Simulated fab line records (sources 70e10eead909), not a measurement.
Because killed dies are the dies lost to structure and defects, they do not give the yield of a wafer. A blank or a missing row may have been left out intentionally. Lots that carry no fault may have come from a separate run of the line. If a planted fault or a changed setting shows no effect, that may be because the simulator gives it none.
fab line records	flow nand_harc
record lots=24	wafers=72	last_day=24
route steps=1159 shown P_STI@83 P_GATE@146 P_CONTACT@232
lots untouched by any fault: they come from a run of this same line in which no faults occurred
start_h: start of the lot's first displayed wafer, in hours after the record's first day	wait_h: hours since the lot's step before	" the same as in the row above	L1.1+2: a row that stands for several wafers	- value missing, or start not given	* or withheld: withheld	< > ~ a bound
route shown NAME@n: names a module that has steps shown in the file, with the first one's number in the route	usual: average and standard deviation across the fault-free wafers	same: alike in all rows	chamber/n: place in a boat	sites: each site's reading	_std_site: how widely they spread, as a standard deviation	_edge_site: inner sites' mean taken away from outer sites' mean	radius_mm: how far each site lies from the wafer's centre	mask NAME#n: copy n	behind: the most recent tool/chamber to have shaped the wafer	hold: cause of the lot's hold/its duration in hours/its outcome	device: the n, p or np transistor that did not switch	end of line: the same wafers' tests at the end of the route	a step given without rows: its recipe and nothing more	killed: the dies lost at the first sort to structure and to defects; this is not the yield of the wafer	map: a wafer's dies, x killed, . not, _ none there
set.NAME: the setting the step ran with; set.NAME@STEP: the setting that earlier step ran with	model.NAME: the simulator's own value behind a step, which no gauge read
route steps across a sampled set of lots; one table per step, one row per wafer
services: when a tool's chamber went out of use (start_h, in hours from the record's first day, below 0 if earlier), for how many hours, and the reason
## steps
# step NHARC_P_STI_CD_MEAS_09
# recipe target_cd_nm=200	landing_energy_ev=500
# usual cd_nm=201.0/2.1
lot.wafer	tool	chamber	start_h	wait_h	cd_nm
L074.3	cd_sem-03	0	37.12	-	201.5
L074.4	"	0	"	"	201.7
L074.6	"	0	"	"	201.3
L075.1	cd_sem-01	0	43.90	-	199.7
L075.4	"	0	"	"	197.2
L075.6	"	0	"	"	198.4
L076.2	cd_sem-02	0	43.94	-	202.6
L076.3	"	0	"	"	203.7
L076.6	"	0	"	"	200.5
L077.1	cd_sem-01	0	52.86	-	201.5
L077.4	"	0	"	"	201.7
L077.6	"	0	"	"	201.7
L078.2	cd_sem-01	0	58.97	-	202.7
L078.5	"	0	"	"	204.0
L078.6	"	0	"	"	202.9
L079.3	cd_sem-03	0	66.10	-	202.8
L079.4	"	0	"	"	203.8
L079.6	"	0	"	"	202.7
L080.2	cd_sem-02	0	71.73	-	198.9
L080.3	"	0	"	"	198.1
L080.5	"	0	"	"	199.5
L081.1	cd_sem-03	0	76.87	-	203.1
L081.2	"	0	"	"	203.8
L081.5	"	0	"	"	204.6
L082.1	cd_sem-03	0	83.36	-	198.1
L082.2	"	0	"	"	200.6
L082.4	"	0	"	"	199.9
L083.1	cd_sem-02	0	90.43	-	200.5
L083.4	"	0	"	"	199.1
L083.5	"	0	"	"	200.8
L084.3	cd_sem-02	0	95.34	-	198.3
L084.4	"	0	"	"	198.0
L084.6	"	0	"	"	197.6
L086.1	cd_sem-03	0	103.34	-	197.9
L086.2	"	0	"	"	201.3
L086.4	"	0	"	"	201.2
L085.1	cd_sem-03	0	103.50	-	196.7
L085.2	"	0	"	"	199.8
L085.5	"	0	"	"	199.7
L087.1	cd_sem-02	0	114.86	-	201.4
L087.3	"	0	"	"	199.3
L087.5	"	0	"	"	202.9
L088.3	cd_sem-01	0	120.84	-	201.7
L088.4	"	0	"	"	202.5
L088.6	"	0	"	"	202.6
L089.4	cd_sem-03	0	125.18	-	201.8
L089.5	"	0	"	"	205.0
L089.6	"	0	"	"	199.7
L090.1	cd_sem-02	0	130.97	-	202.6
L090.2	"	0	"	"	205.6
L090.6	"	0	"	"	204.2
L091.2	cd_sem-01	0	136.99	-	203.4
L091.3	"	0	"	"	200.8
L091.6	"	0	"	"	200.6
L092.2	cd_sem-03	0	145.13	-	204.0
L092.3	"	0	"	"	204.0
L092.6	"	0	"	"	204.9
L094.1	cd_sem-02	0	151.72	-	202.5
L094.2	"	0	"	"	200.1
L094.4	"	0	"	"	199.7
L093.2	cd_sem-01	0	151.88	-	201.2
L093.5	"	0	"	"	203.6
L093.6	"	0	"	"	206.4
L095.2	cd_sem-01	0	164.12	-	200.9
L095.3	"	0	"	"	195.8
L095.4	"	0	"	"	198.0
L096.1	cd_sem-02	0	164.28	-	198.6
L096.3	"	0	"	"	198.1
L096.4	"	0	"	"	199.9
L097.4	cd_sem-03	0	172.82	-	202.4
L097.5	"	0	"	"	202.2
L097.6	"	0	"	"	198.1
# step NHARC_P_STI_OVL_MEAS_10
# usual overlay_x_nm=-1/6.2	overlay_y_nm=0/6.5
lot.wafer	tool	chamber	start_h	wait_h	overlay_x_nm	overlay_y_nm
L074.3	overlay-01	-	37.20	-	-4	-6
L074.4	"	-	"	"	-5	-6
L074.6	"	-	"	"	-4	-6
L075.1	overlay-02	-	43.99	-	-3	-6
L075.4	"	-	"	"	-2	-6
L075.6	"	-	"	"	-3	-6
L076.2	overlay-01	-	44.02	-	9	-4
L076.3	"	-	"	"	9	-4
L076.6	"	-	"	"	8	-3
L077.1	overlay-01	-	52.95	-	2	2
L077.4	"	-	"	"	2	1
L077.6	"	-	"	"	2	2
L078.2	overlay-02	-	59.06	-	0	-8
L078.5	"	-	"	"	0	-8
L078.6	"	-	"	"	1	-8
L079.3	overlay-01	-	66.18	-	-3	3
L079.4	"	-	"	"	-3	2
L079.6	"	-	"	"	-4	3
L080.2	overlay-01	-	71.82	-	-3	6
L080.3	"	-	"	"	-3	6
L080.5	"	-	"	"	-3	6
L081.1	overlay-01	-	76.96	-	-4	1
L081.2	"	-	"	"	-4	1
L081.5	"	-	"	"	-4	2
L082.1	overlay-01	-	83.46	-	3	0
L082.2	"	-	"	"	3	0
L082.4	"	-	"	"	3	0
L083.1	overlay-02	-	90.53	-	3	9
L083.4	"	-	"	"	3	10
L083.5	"	-	"	"	3	10
L084.3	overlay-02	-	95.43	-	-2	-2
L084.4	"	-	"	"	-2	-2
L084.6	"	-	"	"	-1	-3
L086.1	overlay-01	-	103.43	-	-8	-4
L086.2	"	-	"	"	-8	-4
L086.4	"	-	"	"	-8	-4
L085.1	overlay-01	-	103.59	-	-11	0
L085.2	"	-	"	"	-10	0
L085.5	"	-	"	"	-10	0
L087.1	overlay-02	-	114.94	-	13	11
L087.3	"	-	"	"	13	11
L087.5	"	-	"	"	13	11
L088.3	overlay-02	-	120.93	-	9	3
L088.4	"	-	"	"	8	4
L088.6	"	-	"	"	9	3
L089.4	overlay-02	-	125.26	-	-3	-5
L089.5	"	-	"	"	-3	-5
L089.6	"	-	"	"	-4	-5
L090.1	overlay-01	-	131.06	-	3	-6
L090.2	"	-	"	"	3	-7
L090.6	"	-	"	"	3	-7
L091.2	overlay-02	-	137.07	-	-1	-3
L091.3	"	-	"	"	-2	-3
L091.6	"	-	"	"	-2	-2
L092.2	overlay-01	-	145.22	-	-11	-15
L092.3	"	-	"	"	-11	-16
L092.6	"	-	"	"	-10	-15
L094.1	overlay-02	-	151.80	-	4	8
L094.2	"	-	"	"	3	8
L094.4	"	-	"	"	4	8
L093.2	overlay-01	-	151.97	-	-9	2
L093.5	"	-	"	"	-9	2
L093.6	"	-	"	"	-9	2
L095.2	overlay-01	-	164.21	-	2	-7
L095.3	"	-	"	"	1	-7
L095.4	"	-	"	"	2	-7
L096.1	overlay-02	-	164.37	-	-10	9
L096.3	"	-	"	"	-10	8
L096.4	"	-	"	"	-10	8
L097.4	overlay-01	-	172.90	-	-7	8
L097.5	"	-	"	"	-8	9
L097.6	"	-	"	"	-8	9
# step NHARC_P_GATE_HM_OPEN_105
# recipe target_depth_a=3600	o2_flow_sccm=400	cos_flow_sccm=20	ar_flow_sccm=0	rf_w=500	bias_w=300	chemistry=O2/COS
# usual chamber_pressure_mTorr=19.999/0.017	drypump_motor_current_A=5.5/0.32	oes_product_au=1.001/0.0093	rf_vpp_V=466/3.2	showerhead_plenum_p_Torr=3.08/0.15	throttle_valve_pct=28.330/0.0091
lot.wafer	tool	chamber	start_h	wait_h	chamber_pressure_mTorr	drypump_motor_current_A	oes_product_au	rf_hours_counter_h	rf_vpp_V	showerhead_plenum_p_Torr	throttle_valve_pct
L074.3	rie_diel-10	3	-	-	20.015	5.5	0.996	33	469	3.21	28.335
L074.4	"	1	"	"	19.971	5.4	1.015	33	469	3.28	28.336
L074.6	"	3	"	"	20.023	5.4	0.999	-	469	3.21	28.334
L075.4	rie_diel-10	0	-	-	19.989	5.3	0.999	36	468	3.19	28.324
L075.1	"	3	"	"	20.015	5.4	0.997	35	468	3.21	28.336
L075.6	"	1	"	"	19.991	5.4	1.008	-	470	3.28	28.341
L076.2	rie_diel-10	0	-	-	19.972	5.4	1.015	38	466	3.19	28.316
L076.3	"	2	"	"	20.003	5.7	1.003	35	463	2.96	28.320
L076.6	"	1	"	"	19.991	5.4	1.012	-	470	3.28	28.340
L077.1	rie_diel-10	0	-	-	19.989	5.4	1.008	40	468	3.19	28.326
L077.4	"	1	"	"	20.019	5.4	0.998	40	471	3.27	28.303
L077.6	"	1	"	"	19.995	5.4	1.003	-	471	3.27	28.343
L078.2	rie_diel-11	0	-	-	20.025	5.2	1.004	17	469	3.24	28.324
L078.5	"	3	"	"	19.997	5.2	1.010	-	462	2.93	28.327
L078.6	"	0	"	"	19.993	5.2	1.012	-	470	3.25	28.321
L081.2	rie_diel-10	1	-	-	19.990	5.4	0.998	47	469	3.27	28.344
L081.1	"	2	"	"	19.992	5.7	1.010	45	463	2.95	28.342
L081.5	"	1	"	"	20.019	5.4	1.010	-	469	3.27	28.348
L079.4	rie_diel-11	3	-	-	19.998	5.2	1.008	23	463	2.93	28.337
L079.3	"	1	"	"	20.015	5.6	0.990	11	462	2.92	28.325
L079.6	"	2	"	"	19.963	5.9	0.995	-	464	2.95	28.341
L080.2	rie_diel-09	0	-	-	19.975	5.4	1.007	12	463	2.92	28.340
L080.3	"	1	"	"	19.985	5.0	0.979	14	465	3.02	28.328
L080.5	"	2	"	"	20.025	6.4	0.999	-	469	3.25	28.329
L082.4	rie_diel-11	1	-	-	20.021	5.7	0.995	13	462	2.92	28.341
L082.2	"	3	"	"	19.999	5.2	1.001	25	463	2.93	28.335
L082.1	"	0	"	"	20.000	5.2	1.001	21	469	3.24	28.321
L083.1	rie_diel-10	2	-	-	20.027	5.7	1.004	49	464	2.95	28.338
L083.4	"	3	"	"	20.011	5.5	0.994	50	470	3.20	28.320
L083.5	"	1	"	"	20.007	5.3	1.014	-	470	3.27	28.307
L084.4	rie_diel-11	2	-	-	20.011	5.9	0.996	25	463	2.95	28.335
L084.3	"	0	"	"	19.984	5.2	1.008	23	469	3.24	28.340
L084.6	"	2	"	"	19.979	5.8	0.993	-	465	2.94	28.314
L087.3	rie_diel-10	0	-	-	19.996	5.3	1.002	62	468	3.18	28.328
L087.1	"	1	"	"	20.004	5.4	1.010	57	471	3.27	28.331
L087.5	"	2	"	"	19.952	5.7	1.019	-	463	2.95	28.347
L086.2	rie_diel-09	2	-	-	20.009	6.4	1.004	28	469	3.24	28.332
L086.1	"	3	"	"	19.987	5.4	0.988	27	469	3.18	28.334
L086.4	"	1	"	"	19.993	5.0	0.983	34	464	3.01	28.337
L085.2	rie_diel-11	0	-	-	19.965	5.2	0.999	29	470	3.24	28.342
L085.1	"	2	"	"	20.004	5.9	0.999	31	462	2.94	28.335
L085.5	"	3	"	"	20.009	5.2	1.012	-	464	2.92	28.328
L088.3	rie_diel-11	2	-	-	19.997	5.9	0.997	35	464	2.94	28.324
L088.6	"	2	"	"	20.003	5.8	0.988	-	462	2.94	28.326
L088.4	"	0	"	"	19.980	5.2	0.988	-	470	3.24	28.331
L090.1	rie_diel-11	0	-	-	19.993	5.2	1.008	35	469	3.24	28.330
L090.2	"	2	"	"	20.015	5.9	0.998	37	462	2.94	28.323
L090.6	"	2	"	"	20.040	5.8	0.988	-	463	2.94	28.341
L089.6	rie_diel-11	2	-	-	20.002	5.9	0.996	-	463	2.94	28.317
L089.4	"	3	"	"	19.991	5.2	1.012	-	463	2.92	28.329
L089.5	"	0	"	"	20.015	5.2	0.993	-	469	3.24	28.336
L091.2	rie_diel-09	1	-	-	20.025	5.0	0.987	43	464	3.01	28.338
L091.3	"	2	"	"	20.013	6.4	1.003	36	468	3.24	28.327
L091.6	"	1	"	"	19.941	5.0	0.991	-	464	3.01	28.335
L094.4	rie_diel-09	0	-	-	19.995	5.4	1.011	42	462	2.91	28.337
L094.1	"	1	"	"	19.995	5.0	0.977	45	464	3.01	28.347
L094.2	"	2	"	"	19.991	6.4	0.988	38	470	3.24	28.341
L093.2	rie_diel-11	2	-	-	20.019	5.9	1.005	0	464	2.94	28.335
L093.5	"	2	"	"	19.974	5.9	1.003	-	463	2.94	28.331
L093.6	"	3	"	"	20.000	5.2	0.995	-	463	2.92	28.323
L092.3	rie_diel-10	2	-	-	19.997	5.7	1.001	4	464	2.94	28.333
L092.2	"	0	"	"	20.013	5.3	1.011	5	468	3.17	28.311
L092.6	"	2	"	"	19.969	5.7	1.004	-	463	2.94	28.326
L095.3	rie_diel-11	2	-	-	20.008	5.8	1.013	3	463	2.94	28.336
L095.2	"	0	"	"	20.019	5.2	1.007	3	468	3.23	28.336
L095.4	"	1	"	"	20.014	5.7	0.990	-	462	2.91	28.336
L096.3	rie_diel-10	2	-	-	19.996	5.7	1.006	11	463	2.94	28.332
L096.1	"	3	"	"	19.990	5.4	1.001	10	469	3.19	28.321
L096.4	"	0	"	"	20.014	5.4	1.010	11	470	3.17	28.334
L097.4	rie_diel-11	0	-	-	20.035	5.2	1.010	4	470	3.23	28.346
L097.5	"	0	"	"	19.998	5.2	1.010	-	469	3.23	28.333
L097.6	"	1	"	"	19.972	5.7	0.982	-	462	2.91	28.325
# step NHARC_P_GATE_ETCH_114
# recipe target_depth_a=300	overetch_a=30	time_s=16.5	ion_energy_ev=100	cf4_flow_sccm=80	o2_flow_sccm=20	ar_flow_sccm=0	rf_w=300	bias_w=100	chemistry=CF4/O2
# usual chamber_pressure_mTorr=30.001/0.028	drypump_motor_current_A=5.5/0.33	oes_product_au=1.001/0.01	rf_vpp_V=197.4/1.7	showerhead_plenum_p_Torr=1.32/0.065	throttle_valve_pct=13.397/0.0091
lot.wafer	tool	chamber	start_h	wait_h	chamber_pressure_mTorr	drypump_motor_current_A	oes_product_au	rf_hours_counter_h	rf_vpp_V	showerhead_plenum_p_Torr	throttle_valve_pct
L074.4	rie_diel-10	3	-	-	30.024	5.4	1.004	33	200.0	1.37	13.397
L074.3	"	1	"	"	30.010	5.4	1.017	33	199.4	1.40	13.390
L074.6	"	3	"	"	30.013	5.4	0.998	-	197.9	1.37	13.393
L075.4	rie_diel-10	2	-	-	30.027	5.7	1.010	35	196.1	1.26	13.398
L075.1	"	3	"	"	29.960	5.4	1.009	36	198.0	1.37	13.412
L075.6	"	1	"	"	29.978	5.3	1.009	-	198.4	1.40	13.394
L076.2	rie_diel-10	1	-	-	30.036	5.4	1.010	37	199.4	1.40	13.392
L076.3	"	0	"	"	30.018	5.3	1.010	38	199.5	1.36	13.427
L076.6	"	2	"	"	29.980	5.7	1.006	-	196.8	1.26	13.392
L077.1	rie_diel-10	0	-	-	30.038	5.4	1.001	40	197.6	1.36	13.386
L077.4	"	3	"	"	30.025	5.4	0.999	39	199.5	1.37	13.412
L077.6	"	1	"	"	29.973	5.4	1.014	-	198.5	1.40	13.407
L078.2	rie_diel-11	1	-	-	30.051	5.7	0.994	8	195.7	1.25	13.392
L078.6	"	1	"	"	30.010	5.7	0.991	-	195.1	1.24	13.397
L078.5	"	2	"	"	30.046	5.9	0.999	-	195.9	1.26	13.398
L081.2	rie_diel-10	2	-	-	30.030	5.7	1.016	45	195.8	1.26	13.389
L081.1	"	3	"	"	29.964	5.4	1.004	46	199.3	1.37	13.410
L081.5	"	2	"	"	29.950	5.7	1.007	-	197.5	1.26	13.391
L079.4	rie_diel-11	0	-	-	30.004	5.2	1.001	19	199.3	1.39	13.380
L079.3	"	2	"	"	29.954	5.9	0.988	22	196.5	1.26	13.409
L079.6	"	0	"	"	30.007	5.2	0.998	-	199.7	1.39	13.395
L080.2	rie_diel-09	3	-	-	30.040	5.4	0.986	14	198.5	1.36	13.396
L080.3	"	0	"	"	30.041	5.4	1.006	12	196.3	1.25	13.389
L080.5	"	2	"	"	29.976	6.4	0.996	-	199.5	1.39	13.395
L082.2	rie_diel-11	0	-	-	29.980	5.2	1.006	21	199.0	1.39	13.393
L082.4	"	1	"	"	30.020	5.7	0.987	13	194.7	1.24	13.379
L082.1	"	2	"	"	30.015	5.8	1.007	24	196.5	1.26	13.401
L083.1	rie_diel-10	1	-	-	29.977	5.3	1.021	52	198.8	1.40	13.403
L083.4	"	2	"	"	29.993	5.7	1.006	50	196.7	1.26	13.393
L083.5	"	0	"	"	29.936	5.3	1.005	-	198.9	1.36	13.384
L084.4	rie_diel-11	2	-	-	29.960	5.8	0.990	25	196.8	1.26	13.388
L084.3	"	1	"	"	30.045	5.7	0.987	14	194.5	1.24	13.401
L084.6	"	2	"	"	29.978	5.8	0.984	-	196.2	1.26	13.399
L087.3	rie_diel-10	0	-	-	29.971	5.3	1.012	62	198.9	1.36	13.406
L087.1	"	2	"	"	29.978	5.7	1.013	58	196.4	1.26	13.400
L087.5	"	1	"	"	29.987	5.3	1.016	-	199.6	1.40	13.394
L086.1	rie_diel-09	2	-	-	30.030	6.4	1.005	28	198.6	1.39	13.394
L086.4	"	0	"	"	30.012	5.4	1.013	31	196.1	1.24	13.391
L086.2	"	1	"	"	30.025	5.0	0.992	34	195.8	1.29	13.397
L085.2	rie_diel-11	2	-	-	30.027	5.8	0.993	31	196.1	1.26	13.393
L085.1	"	3	"	"	30.007	5.2	1.015	32	196.3	1.25	13.399
L085.5	"	3	"	"	30.002	5.2	1.010	-	195.8	1.25	13.384
L088.3	rie_diel-11	0	-	-	30.021	5.2	0.998	33	197.9	1.39	13.391
L088.4	"	0	"	"	29.959	5.2	1.000	-	199.3	1.39	13.393
L088.6	"	2	"	"	29.964	5.8	0.989	-	196.4	1.25	13.401
L090.2	rie_diel-11	2	-	-	29.940	5.8	0.995	37	195.7	1.25	13.393
L090.1	"	3	"	"	29.975	5.2	1.001	37	194.1	1.25	13.403
L090.6	"	3	"	"	30.023	5.2	1.016	-	195.2	1.25	13.398
L089.5	rie_diel-11	3	-	-	30.009	5.2	1.005	-	196.1	1.25	13.407
L089.6	"	0	"	"	30.054	5.2	0.988	-	199.6	1.38	13.407
L089.4	"	2	"	"	30.019	5.9	0.981	-	195.3	1.25	13.405
L091.2	rie_diel-09	3	-	-	30.011	5.4	0.993	35	198.0	1.36	13.400
L091.3	"	1	"	"	30.039	5.0	0.981	43	196.3	1.28	13.404
L091.6	"	3	"	"	30.006	5.4	0.990	-	197.1	1.36	13.404
L094.2	rie_diel-09	0	-	-	29.996	5.4	1.002	42	195.7	1.24	13.398
L094.4	"	1	"	"	30.054	5.0	0.972	45	195.1	1.28	13.396
L094.1	"	2	"	"	30.055	6.4	0.990	38	199.1	1.38	13.402
L093.2	rie_diel-11	3	-	-	30.043	5.2	1.005	0	194.8	1.25	13.393
L093.6	"	3	"	"	29.995	5.2	0.989	-	197.4	1.25	13.400
L093.5	"	0	"	"	29.997	5.2	1.008	-	198.5	1.39	13.390
L092.2	rie_diel-10	1	-	-	30.006	5.4	1.004	5	200.0	1.40	13.403
L092.3	"	3	"	"	29.980	5.5	0.997	4	198.9	1.37	13.384
L092.6	"	2	"	"	29.960	5.7	0.991	-	195.4	1.26	13.408
L095.3	rie_diel-11	0	-	-	30.048	5.2	0.998	3	198.0	1.38	13.393
L095.2	"	2	"	"	29.970	5.9	0.997	3	196.2	1.25	13.386
L095.4	"	2	"	"	29.986	5.9	1.007	-	194.7	1.25	13.389
L096.4	rie_diel-10	1	-	-	29.976	5.3	1.007	12	197.5	1.40	13.392
L096.3	"	2	"	"	29.967	5.7	1.005	11	195.4	1.25	13.386
L096.1	"	3	"	"	29.956	5.4	1.000	10	197.4	1.36	13.388
L097.4	rie_diel-11	1	-	-	30.012	5.7	0.980	1	197.4	1.24	13.395
L097.5	"	0	"	"	30.013	5.2	1.000	-	198.3	1.38	13.404
L097.6	"	1	"	"	30.026	5.7	0.984	-	197.1	1.24	13.402
# step NHARC_P_GATE_STRIP_112
# recipe power_w=1500	temp_c=110	time_s=200	chemistry=N2/H2
# usual drypump_motor_current_A=5.8/0.67	heater_power_w=88/8.6	rf_refl_power_W=22/6.8
lot.wafer	tool	chamber	start_h	wait_h	drypump_motor_current_A	heater_power_w	rf_hours_counter_h	rf_refl_power_W
L074.4	plasma_asher-02	1	103.82	0.2	4.9	80	-	20
L074.3	"	0	"	"	6.6	87	-	31
L074.6	"	1	"	"	4.9	80	-	21
L075.1	plasma_asher-02	1	114.10	0.2	5.0	80	35	20
L075.4	"	0	"	"	6.6	91	-	31
L075.6	"	0	"	"	6.6	91	-	32
L076.2	plasma_asher-01	1	114.32	0.2	6.1	87	1	16
L076.3	"	0	"	"	5.5	106	-	14
L076.6	"	1	"	"	6.1	86	-	17
L077.1	plasma_asher-02	1	121.24	0.2	5.0	78	38	20
L077.4	"	1	"	"	4.9	78	-	21
L077.6	"	1	"	"	4.9	80	-	20
L078.2	plasma_asher-01	0	129.79	0.2	5.5	102	5	14
L078.6	"	0	"	"	5.6	104	-	13
L078.5	"	1	"	"	6.1	84	-	19
L081.2	plasma_asher-01	1	142.20	0.2	6.0	90	8	19
L081.1	"	0	"	"	5.6	104	8	14
L081.5	"	0	"	"	5.5	100	-	14
L080.2	plasma_asher-02	1	142.75	0.2	5.0	79	43	20
L080.3	"	0	"	"	6.6	89	-	33
L080.5	"	0	"	"	6.6	90	-	33
L079.3	plasma_asher-01	1	144.95	0.3	6.1	87	-	19
L079.4	"	0	"	"	5.6	103	-	14
L079.6	"	0	"	"	5.5	106	-	13
L082.2	plasma_asher-01	1	151.94	0.2	6.0	87	12	18
L082.1	"	0	"	"	5.5	103	12	14
L082.4	"	1	"	"	6.0	87	-	18
L083.1	plasma_asher-02	1	156.25	0.2	5.0	82	49	21
L083.4	"	0	"	"	6.6	90	-	31
L083.5	"	1	"	"	5.0	80	-	21
L084.4	plasma_asher-01	0	156.76	0.2	5.5	103	-	13
L084.3	"	1	"	"	6.1	86	-	19
L084.6	"	0	"	"	5.6	103	-	14
L087.1	plasma_asher-02	1	181.49	0.2	4.9	81	56	21
L087.3	"	0	"	"	6.6	89	-	32
L087.5	"	0	"	"	6.6	92	-	33
L086.2	plasma_asher-02	1	182.02	0.2	5.0	82	57	20
L086.1	"	0	"	"	6.6	89	57	32
L086.4	"	0	"	"	6.7	88	-	31
L085.2	plasma_asher-01	1	187.88	0.2	6.1	86	26	18
L085.1	"	0	"	"	5.5	105	26	14
L085.5	"	0	"	"	5.6	103	-	13
L088.4	plasma_asher-02	0	192.22	0.2	6.6	87	-	32
L088.3	"	1	"	"	5.0	79	-	20
L088.6	"	1	"	"	4.9	79	-	20
L090.2	plasma_asher-01	1	197.76	0.2	6.1	89	31	18
L090.1	"	0	"	"	5.5	104	31	13
L090.6	"	0	"	"	5.5	104	-	14
L089.4	plasma_asher-02	1	198.46	0.2	5.0	79	-	21
L089.5	"	0	"	"	6.5	85	-	31
L089.6	"	1	"	"	5.0	80	-	20
L091.2	plasma_asher-02	0	207.43	0.2	6.6	86	4	32
L091.3	"	0	"	"	6.6	87	-	32
L091.6	"	1	"	"	5.0	78	-	21
L094.2	plasma_asher-02	0	213.66	0.2	6.7	86	8	32
L094.1	"	1	"	"	4.9	79	8	20
L094.4	"	0	"	"	6.6	87	-	32
L093.2	plasma_asher-01	1	214.82	0.2	6.0	86	37	19
L093.6	"	0	"	"	5.6	104	-	14
L093.5	"	1	"	"	6.1	86	-	19
L092.2	plasma_asher-02	0	220.10	0.2	6.6	87	11	32
L092.3	"	1	"	"	5.0	78	-	20
L092.6	"	0	"	"	6.7	85	-	33
L095.2	plasma_asher-02	0	231.47	0.2	6.6	85	13	31
L095.4	"	1	"	"	5.0	78	-	19
L095.3	"	0	"	"	6.6	85	-	31
L096.1	plasma_asher-02	1	231.97	0.2	5.0	79	14	20
L096.4	"	0	"	"	6.6	87	-	31
L096.3	"	1	"	"	5.0	80	-	21
L097.4	plasma_asher-02	0	244.61	0.2	6.6	88	-	31
L097.5	"	1	"	"	5.0	79	-	21
L097.6	"	0	"	"	6.6	85	-	31
# step NHARC_P_CONTACT_CD_MEAS_12
# recipe target_cd_nm=90	landing_energy_ev=500
# usual cd_nm=89.8/0.74
lot.wafer	tool	chamber	start_h	wait_h	cd_nm
L074.3	cd_sem-03	0	110.01	-	90.3
L074.4	"	0	"	"	90.4
L074.6	"	0	"	"	89.9
L075.1	cd_sem-02	0	119.91	-	90.0
L075.4	"	0	"	"	89.5
L075.6	"	0	"	"	89.3
L076.2	cd_sem-03	0	120.49	-	90.3
L076.3	"	0	"	"	91.6
L076.6	"	0	"	"	90.7
L077.1	cd_sem-03	0	127.34	-	89.4
L077.4	"	0	"	"	89.8
L077.6	"	0	"	"	89.4
L078.2	cd_sem-03	0	135.51	-	89.4
L078.5	"	0	"	"	89.2
L078.6	"	0	"	"	89.1
L081.1	cd_sem-01	0	147.87	-	88.4
L081.2	"	0	"	"	89.0
L081.5	"	0	"	"	88.2
L080.2	cd_sem-03	0	149.18	-	89.1
L080.3	"	0	"	"	89.3
L080.5	"	0	"	"	89.2
L079.3	cd_sem-02	0	151.05	-	90.9
L079.4	"	0	"	"	91.4
L079.6	"	0	"	"	90.9
L082.1	cd_sem-02	0	158.21	-	87.8
L082.2	"	0	"	"	89.4
L082.4	"	0	"	"	89.2
L083.1	cd_sem-03	0	162.23	-	89.8
L083.4	"	0	"	"	90.4
L083.5	"	0	"	"	91.1
L084.3	cd_sem-02	0	162.90	-	87.9
L084.4	"	0	"	"	89.1
L084.6	"	0	"	"	89.1
L087.1	cd_sem-03	0	187.73	-	90.0
L087.3	"	0	"	"	90.6
L087.5	"	0	"	"	91.0
L086.1	cd_sem-03	0	188.56	-	90.3
L086.2	"	0	"	"	90.8
L086.4	"	0	"	"	89.9
L085.1	cd_sem-02	0	194.09	-	90.2
L085.2	"	0	"	"	90.9
L085.5	"	0	"	"	90.1
L088.3	cd_sem-01	0	198.67	-	88.8
L088.4	"	0	"	"	89.5
L088.6	"	0	"	"	89.0
L090.1	cd_sem-03	0	203.57	-	89.6
L090.2	"	0	"	"	89.9
L090.6	"	0	"	"	89.6
L089.4	cd_sem-03	0	204.57	-	90.7
L089.5	"	0	"	"	90.4
L089.6	"	0	"	"	91.1
L091.2	cd_sem-02	0	213.36	-	89.8
L091.3	"	0	"	"	90.5
L091.6	"	0	"	"	89.4
L094.1	cd_sem-02	0	219.65	-	89.1
L094.2	"	0	"	"	88.6
L094.4	"	0	"	"	89.3
L093.2	cd_sem-03	0	221.18	-	90.6
L093.5	"	0	"	"	90.6
L093.6	"	0	"	"	91.3
L092.2	cd_sem-01	0	226.33	-	89.7
L092.3	"	0	"	"	90.5
L092.6	"	0	"	"	89.6
L095.2	cd_sem-03	0	237.55	-	90.5
L095.3	"	0	"	"	90.1
L095.4	"	0	"	"	90.6
L096.1	cd_sem-02	0	237.87	-	90.4
L096.3	"	0	"	"	89.7
L096.4	"	0	"	"	89.6
L097.4	cd_sem-03	0	250.23	-	89.5
L097.5	"	0	"	"	89.4
L097.6	"	0	"	"	89.8
## services
tool	chamber	start_h	hours	kind
rie_diel-11	0	70.50	-	clean
rie_diel-11	1	70.50	-	clean
rie_diel-11	2	70.50	-	clean
rie_diel-11	3	70.50	-	clean
rie_diel-09	-	77.17	9.0	pm
rie_diel-11	0	91.15	2.8	repair
rie_diel-11	0	95.01	-	clean
rie_diel-11	1	95.01	-	clean
rie_diel-11	2	95.01	-	clean
rie_diel-11	3	95.01	-	clean
plasma_asher-01	-	99.74	9.0	pm
rie_diel-11	0	119.57	-	clean
rie_diel-11	-	122.58	0.6	repair
rie_diel-09	2	136.93	8.3	repair
rie_diel-09	3	144.69	6.2	repair
rie_diel-10	1	152.61	8.9	repair
rie_diel-11	1	160.96	54.7	repair
rie_diel-10	-	174.08	0.2	repair
rie_diel-10	-	176.50	9.0	pm
rie_diel-11	3	180.19	3.9	repair
plasma_asher-02	-	183.00	9.0	pm
rie_diel-11	-	189.50	9.0	pm
rie_diel-11	3	200.19	10.1	repair
rie_diel-11	3	212.09	6.8	repair
## key
fault none
